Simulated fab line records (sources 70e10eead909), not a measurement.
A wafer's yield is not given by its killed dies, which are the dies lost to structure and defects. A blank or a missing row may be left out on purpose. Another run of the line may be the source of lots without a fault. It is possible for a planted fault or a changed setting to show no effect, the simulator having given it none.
Which of the tools did it? :: flow nand_harc :: Sampling: 13 lots, 39 wafers, 5 of 1159 route steps

== WHAT EACH GAUGE READ, for each wafer ==
NHARC_END_SORT_01.
lot: L948
measured: day 23 12:30
on: prober-01
killed_at_array: 29 25 20
killed_at_other: 0 0 1
killed_at_periphery: 648 652 656
killed_dies: 677 677 677
killed_open: 7 3 5
killed_short: 0 1 1

== WHICH TOOL RAN EACH LOT (tool, then ch and the chambers of the sampled wafers, then the start) ==
lot: L933
NHARC_P_GATE_DEVELOP_45: litho_track-02 ch 0, day 5 04:00
NHARC_THIN_TSV_DESCUM_14: rie_diel-08 ch 0,1,2, day 18 17:37
NHARC_THIN_TSV_ETCH_15: rie_si-02 ch 1,2,3, day 18 18:15
NHARC_THIN_TSV_ETCH_59: rie_metal-02 ch 0,1, day 18 23:43

lot: L934
NHARC_P_GATE_DEVELOP_45: litho_track-07 ch 0, day 5 05:00
NHARC_THIN_TSV_DESCUM_14: rie_diel-05 ch 0,1, day 18 18:49
NHARC_THIN_TSV_ETCH_15: rie_si-06 ch 1,3, day 18 19:28
NHARC_THIN_TSV_ETCH_59: rie_metal-03 ch 0,1, day 19 00:55

lot: L936
NHARC_P_GATE_DEVELOP_45: litho_track-07 ch 0, day 5 16:00
NHARC_THIN_TSV_DESCUM_14: rie_diel-06 ch 0,2,3, day 19 02:56
NHARC_THIN_TSV_ETCH_15: rie_si-02 ch 0,1, day 19 03:35
NHARC_THIN_TSV_ETCH_59: rie_metal-03 ch 0,1, day 19 09:03

lot: L937
NHARC_P_GATE_DEVELOP_45: litho_track-03 ch 0, day 6 03:00
NHARC_THIN_TSV_DESCUM_14: rie_diel-08 ch 0,2,3, day 19 01:35
NHARC_THIN_TSV_ETCH_15: rie_si-06 ch 0,1,2, day 19 02:13
NHARC_THIN_TSV_ETCH_59: rie_metal-03 ch 1, day 19 07:32

lot: L939
NHARC_P_GATE_DEVELOP_45: litho_track-03 ch 0, day 6 13:00
NHARC_THIN_TSV_DESCUM_14: rie_diel-08 ch 0,1,3, day 19 16:17
NHARC_THIN_TSV_ETCH_15: rie_si-02 ch 1,2, day 19 16:56
NHARC_THIN_TSV_ETCH_59: rie_metal-01 ch 0,1, day 19 23:55

lot: L938
NHARC_P_GATE_DEVELOP_45: litho_track-02 ch 0, day 6 16:00
NHARC_THIN_TSV_DESCUM_14: rie_diel-06 ch 0,3, day 19 10:33
NHARC_THIN_TSV_ETCH_15: rie_si-02 ch 0,1,3, day 19 11:13
NHARC_THIN_TSV_ETCH_59: rie_metal-02 ch 0,1, day 19 16:59

lot: L940
NHARC_P_GATE_DEVELOP_45: litho_track-02 ch 0, day 7 00:00
NHARC_THIN_TSV_DESCUM_14: rie_diel-08 ch 0,3, day 20 21:08
NHARC_THIN_TSV_ETCH_15: rie_si-01 ch 1,2,3, day 20 21:49
NHARC_THIN_TSV_ETCH_59: rie_metal-02 ch 0,1, day 21 03:24

lot: L942
NHARC_P_GATE_DEVELOP_45: litho_track-02 ch 0, day 7 16:00
NHARC_THIN_TSV_DESCUM_14: rie_diel-06 ch 0,1,3, day 21 06:50
NHARC_THIN_TSV_ETCH_15: rie_si-06 ch 0,2,3, day 21 07:29
NHARC_THIN_TSV_ETCH_59: rie_metal-03 ch 0,1, day 21 12:52

lot: L943
NHARC_P_GATE_DEVELOP_45: litho_track-02 ch 0, day 7 17:00
NHARC_THIN_TSV_DESCUM_14: rie_diel-05 ch 0,1,2, day 20 18:55
NHARC_THIN_TSV_ETCH_15: rie_si-06 ch 0,2,3, day 20 19:34
NHARC_THIN_TSV_ETCH_59: rie_metal-02 ch 0,1, day 21 01:28

lot: L946
NHARC_P_GATE_DEVELOP_45: litho_track-03 ch 0, day 8 21:00
NHARC_THIN_TSV_DESCUM_14: rie_diel-06 ch 0,1, day 22 16:24
NHARC_THIN_TSV_ETCH_15: rie_si-02 ch 0,2,3, day 22 17:04
NHARC_THIN_TSV_ETCH_59: rie_metal-03 ch 0,1, day 22 22:26

lot: L948
NHARC_P_GATE_DEVELOP_45: litho_track-03 ch 0, day 8 21:00
NHARC_THIN_TSV_DESCUM_14: -
NHARC_THIN_TSV_ETCH_15: -
NHARC_THIN_TSV_ETCH_59: -

lot: L952
NHARC_P_GATE_DEVELOP_45: litho_track-07 ch 0, day 9 18:00
NHARC_THIN_TSV_DESCUM_14: rie_diel-08 ch 1,2,3, day 23 04:34
NHARC_THIN_TSV_ETCH_15: rie_si-06 ch 0,2, day 23 05:22
NHARC_THIN_TSV_ETCH_59: rie_metal-02 ch 0,1, day 23 10:49

lot: L956
NHARC_P_GATE_DEVELOP_45: litho_track-07 ch 0, day 11 07:00
NHARC_THIN_TSV_DESCUM_14: rie_diel-08 ch 0,1,2, day 24 13:23
NHARC_THIN_TSV_ETCH_15: rie_si-06 ch 0,3, day 24 14:10
NHARC_THIN_TSV_ETCH_59: rie_metal-01 ch 0,1, day 24 19:49
- NHARC_P_GATE_DEVELOP_45: time 70 s.
- NHARC_THIN_TSV_DESCUM_14: chemistry O2, time 3 s.
- NHARC_THIN_TSV_ETCH_15: target depth 3000 nm, bosch target overetch cycles 2, bosch etch step 2.8 s.
- NHARC_THIN_TSV_ETCH_59: etches the open film in Cl2/BCl3, target depth 880 nm, time 138.1 s.

== AS READ BY THE TOOLS THEMSELVES (means over the sampled wafers that have a number; for cases with no such wafer, the mark the record gives instead) ==
NHARC_THIN_TSV_DESCUM_14.
lot: L933
tool: rie_diel-08
drypump_motor_current_A (A): 5.71
oes_product_au (a.u.): 0.999
rf_vpp_V (V): 57.9
showerhead_plenum_p_Torr (Torr): 1.94
throttle_valve_pct (%): 11.311

lot: L934
tool: rie_diel-05
drypump_motor_current_A (A): 5.76
oes_product_au (a.u.): 0.995
rf_vpp_V (V): 58.4
showerhead_plenum_p_Torr (Torr): 1.90
throttle_valve_pct (%): 11.317

lot: L936
tool: rie_diel-06
drypump_motor_current_A (A): 5.56
oes_product_au (a.u.): 0.993
rf_vpp_V (V): 58.4
showerhead_plenum_p_Torr (Torr): 1.95
throttle_valve_pct (%): 11.317

lot: L937
tool: rie_diel-08
drypump_motor_current_A (A): 5.68
oes_product_au (a.u.): 0.997
rf_vpp_V (V): 58.3
showerhead_plenum_p_Torr (Torr): 1.92
throttle_valve_pct (%): 11.325

lot: L939
tool: rie_diel-08
drypump_motor_current_A (A): 5.62
oes_product_au (a.u.): 0.996
rf_vpp_V (V): 58.2
showerhead_plenum_p_Torr (Torr): 1.90
throttle_valve_pct (%): 11.309

lot: L938
tool: rie_diel-06
drypump_motor_current_A (A): 5.37
oes_product_au (a.u.): 0.997
rf_vpp_V (V): 57.8
showerhead_plenum_p_Torr (Torr): 1.96
throttle_valve_pct (%): 11.316

lot: L940
tool: rie_diel-08
drypump_motor_current_A (A): 5.61
oes_product_au (a.u.): 1.003
rf_vpp_V (V): 57.4
showerhead_plenum_p_Torr (Torr): 1.88
throttle_valve_pct (%): 11.313

lot: L942
tool: rie_diel-06
drypump_motor_current_A (A): 5.50
oes_product_au (a.u.): 0.997
rf_vpp_V (V): 57.4
showerhead_plenum_p_Torr (Torr): 1.93
throttle_valve_pct (%): 11.314

lot: L943
tool: rie_diel-05
drypump_motor_current_A (A): 5.71
oes_product_au (a.u.): 0.997
rf_vpp_V (V): 57.9
showerhead_plenum_p_Torr (Torr): 1.90
throttle_valve_pct (%): 11.318

lot: L946
tool: rie_diel-06
drypump_motor_current_A (A): 5.47
oes_product_au (a.u.): 1.004
rf_vpp_V (V): 58.3
showerhead_plenum_p_Torr (Torr): 1.95
throttle_valve_pct (%): 11.303

lot: L952
tool: rie_diel-08
drypump_motor_current_A (A): 5.60
oes_product_au (a.u.): 1.006
rf_vpp_V (V): 57.6
showerhead_plenum_p_Torr (Torr): 1.90
throttle_valve_pct (%): 11.313

lot: L956
tool: rie_diel-08
drypump_motor_current_A (A): 5.70
oes_product_au (a.u.): 0.994
rf_vpp_V (V): 58.2
showerhead_plenum_p_Torr (Torr): 1.94
throttle_valve_pct (%): 11.313

NHARC_THIN_TSV_ETCH_15.
lot: L933
tool: rie_si-02
drypump_motor_current_A (A): 5.9

lot: L934
tool: rie_si-06
drypump_motor_current_A (A): 5.9

lot: L936
tool: rie_si-02
drypump_motor_current_A (A): 5.4

lot: L937
tool: rie_si-06
drypump_motor_current_A (A): 5.9

lot: L939
tool: rie_si-02
drypump_motor_current_A (A): 5.8

lot: L938
tool: rie_si-02
drypump_motor_current_A (A): 5.7

lot: L940
tool: rie_si-01
drypump_motor_current_A (A): 5.4

lot: L942
tool: rie_si-06
drypump_motor_current_A (A): 5.8

lot: L943
tool: rie_si-06
drypump_motor_current_A (A): 5.8

lot: L946
tool: rie_si-02
drypump_motor_current_A (A): 5.6

lot: L952
tool: rie_si-06
drypump_motor_current_A (A): 5.9

lot: L956
tool: rie_si-06
drypump_motor_current_A (A): 5.5

NHARC_THIN_TSV_ETCH_59.
lot: L933
tool: rie_metal-02
drypump_motor_current_A (A): 5.1
oes_product_au (a.u.): 1.002
throttle_valve_pct (%): 22.268

lot: L934
tool: rie_metal-03
drypump_motor_current_A (A): 6.1
oes_product_au (a.u.): 0.994
throttle_valve_pct (%): 22.252

lot: L936
tool: rie_metal-03
drypump_motor_current_A (A): 6.1
oes_product_au (a.u.): 1.005
throttle_valve_pct (%): 22.269

lot: L937
tool: rie_metal-03
drypump_motor_current_A (A): 5.2
oes_product_au (a.u.): 1.003
throttle_valve_pct (%): 22.264

lot: L939
tool: rie_metal-01
drypump_motor_current_A (A): 5.9
oes_product_au (a.u.): 1.001
throttle_valve_pct (%): 22.261

lot: L938
tool: rie_metal-02
drypump_motor_current_A (A): 5.3
oes_product_au (a.u.): 0.996
throttle_valve_pct (%): 22.262

lot: L940
tool: rie_metal-02
drypump_motor_current_A (A): 5.1
oes_product_au (a.u.): 1.003
throttle_valve_pct (%): 22.260

lot: L942
tool: rie_metal-03
drypump_motor_current_A (A): 5.6
oes_product_au (a.u.): 1.001
throttle_valve_pct (%): 22.264

lot: L943
tool: rie_metal-02
drypump_motor_current_A (A): 5.3
oes_product_au (a.u.): 0.998
throttle_valve_pct (%): 22.257

lot: L946
tool: rie_metal-03
drypump_motor_current_A (A): 6.1
oes_product_au (a.u.): 1.001
throttle_valve_pct (%): 22.259

lot: L952
tool: rie_metal-02
drypump_motor_current_A (A): 5.3
oes_product_au (a.u.): 1.001
throttle_valve_pct (%): 22.263

lot: L956
tool: rie_metal-01
drypump_motor_current_A (A): 5.8
oes_product_au (a.u.): 0.997
throttle_valve_pct (%): 22.277

== THE ANSWER, worked out from the rows above alone ==
Rule: what is usual is taken from the lots themselves. The widest of any qualifying gaps counts: lots, ordered by their means at a reading, are off when they make up no more than a third of the lots, leave a main group of 4 or more, and stand apart from it by 3 or more times the standard deviation of that group's means. The tables above print the reading to a certain number of digits; a main group whose means all agree to those digits is not used. A lot without any number at a reading at which 4 lots or more have one is off too. Where the step has rows for the other lots, those lots are counted as sound. After the gauges, taken in route order, come the tools' own readings; for these a lot's mean is taken, as printed above. The first step at which some lot is off is used, and at that step the reading that is off furthest; a lot without a number counts as furthest.
No lot is off at any reading shown: from this, nothing can be told.

== WHAT HAD BEEN PUT IN BY THE SIMULATOR ==
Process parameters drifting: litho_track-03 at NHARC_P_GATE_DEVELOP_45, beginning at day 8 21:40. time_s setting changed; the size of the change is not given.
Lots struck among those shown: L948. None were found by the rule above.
